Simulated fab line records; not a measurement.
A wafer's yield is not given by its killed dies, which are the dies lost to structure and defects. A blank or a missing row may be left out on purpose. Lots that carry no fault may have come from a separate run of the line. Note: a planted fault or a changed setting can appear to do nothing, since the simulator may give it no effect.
A struck lot beside a sound one	flow n5_finfet	16 out of 1938 route steps
Sound: the wafers L751.1, L751.2, L751.5. Wafers struck: L759.2, L759.4, L759.5. The cause comes at the end.
Each step with rows lists, per side, the tool, then ch with its chambers, then its first start. Under that, the readings that differ: sound wafers	struck wafers	difference of the means	sigmas: that difference in standard deviations of wafers without a fault.
alike: readings whose means differ by less than 2 such deviations, and words and numbers that are the same on both sides. not compared: withheld readings, readings that some wafer has no value for, bounds like >300 that may hide the same value, and numbers for which the record gives no deviation and whose values overlap.
A row with sigmas, a row that says differs or no value, or rows on one side alone: a step with any of these is where the two part. Numbers that don't overlap but have no deviation are shown without sigmas and don't part them. A reading missing from all wafers of one side parts the sides only when that side holds two or more wafers.

first, 1 step without rows for these wafers: N5_BEOL_M1_PRE_CLEAN_45 (time 30 s).
N5_BEOL_M1_ALD_84: deposits TaN, pulse time 2 s, purge time 3 s, co reactant purge time 2 s.
  sound on ald_metal-02 ch 0,1,2, day 8 00:25; struck on ald_metal-02 ch 0,3, day 10 00:07
  alike: heater_power_w
then, 3 steps without rows for these wafers: N5_BEOL_M1_SURFACE_TREAT_85; N5_BEOL_M1_CVD_47 (deposits Co from CCTBA/H2, target thk 3 nm, time 223.8 s); N5_BEOL_M1_SPUTTER_48 (material Cu, target thk 4.5 nm, time 8.29 s).
N5_BEOL_M1_ANNEAL_49: time 240 s.
  sound on pvd_sputter-03, day 8 01:38; struck on pvd_sputter-02, day 10 00:46
  alike: heater_power_w
N5_BEOL_M1_SPUTTER_79: material Cu, target thk 4.5 nm, time 8.29 s.
  sound on pvd_sputter-03, day 8 01:46; struck on pvd_sputter-02, day 10 00:55
  alike: chamber_pressure_pa, chuck_gas_flow_sccm, throttle_valve_pct
then, 4 steps without rows for these wafers: N5_BEOL_M1_ANNEAL_80 (time 240 s); N5_BEOL_M1_SPUTTER_81 (material Cu, target thk 4.5 nm, time 8.29 s); N5_BEOL_M1_ANNEAL_82 (time 240 s); N5_BEOL_M1_SPUTTER_86 (material Cu, target thk 4.5 nm, time 8.29 s).
N5_BEOL_M1_ANNEAL_87: time 240 s.
  sound on pvd_sputter-03, day 8 02:17; struck on pvd_sputter-02, day 10 01:26
  alike: heater_power_w
N5_BEOL_M1_SPUTTER_88: material Cu, target thk 4.5 nm, time 8.29 s.
  sound on pvd_sputter-03, day 8 02:26; struck on pvd_sputter-02, day 10 01:34
  no value came back on the struck wafers for chamber_pressure_pa (Pa), chuck_gas_flow_sccm (sccm), throttle_valve_pct (%); on the sound wafers chamber_pressure_pa (Pa) reads 0.06994 0.07005 0.07011
N5_BEOL_M1_ANNEAL_89: time 240 s.
  sound on pvd_sputter-03, day 8 02:31; struck on pvd_sputter-02, day 10 01:39
  alike: heater_power_w
-- the record jumps here: 3 days lie between the struck wafers' starts before and after (it left off in module BEOL_M1 and takes up again in module BEOL_M4, whose first step shown is number 1111 of the route) --
N5_BEOL_M4_RC_MEAS_101:
  sound on prober-02 ch 0, day 10 00:08; struck on prober-02 ch 0, day 12 19:47
reading	sound	struck	difference	sigmas
SS_N (mV/dec)	72.3 72.1 72.8	71.0 69.8 71.0	-1.8	-3
  alike: DIBL_N, DIBL_P, IOFF_N, IOFF_P, ION_N, ION_P, SS_P, VT_N, VT_P
-- the record jumps here: 4 days lie between the struck wafers' starts before and after (it left off in module BEOL_M4 and takes up again in module PASSIVATION, whose first step shown is number 1936 of the route) --
N5_PASSIVATION_PROBE_49:
  sound on prober-01, day 14 04:40; struck on prober-02, day 16 17:19
  alike: defect_limited_yield, killed_at_M0_to_M3, killed_at_M4_up, killed_at_contacts, killed_at_front_end, killed_at_other, killed_dies, killed_open, killed_short, sort_bin_4_leakage, sort_bin_5_function, sort_bin_6_memory, sort_n_pass, sort_yield_pct

WHERE THEY PART
Last at N5_BEOL_M4_RC_MEAS_101 as far as this record goes, first at N5_BEOL_M1_SPUTTER_88. Later steps at which nothing parts them and some readings are alike: N5_PASSIVATION_PROBE_49.

WHY: what had been put in by the simulator
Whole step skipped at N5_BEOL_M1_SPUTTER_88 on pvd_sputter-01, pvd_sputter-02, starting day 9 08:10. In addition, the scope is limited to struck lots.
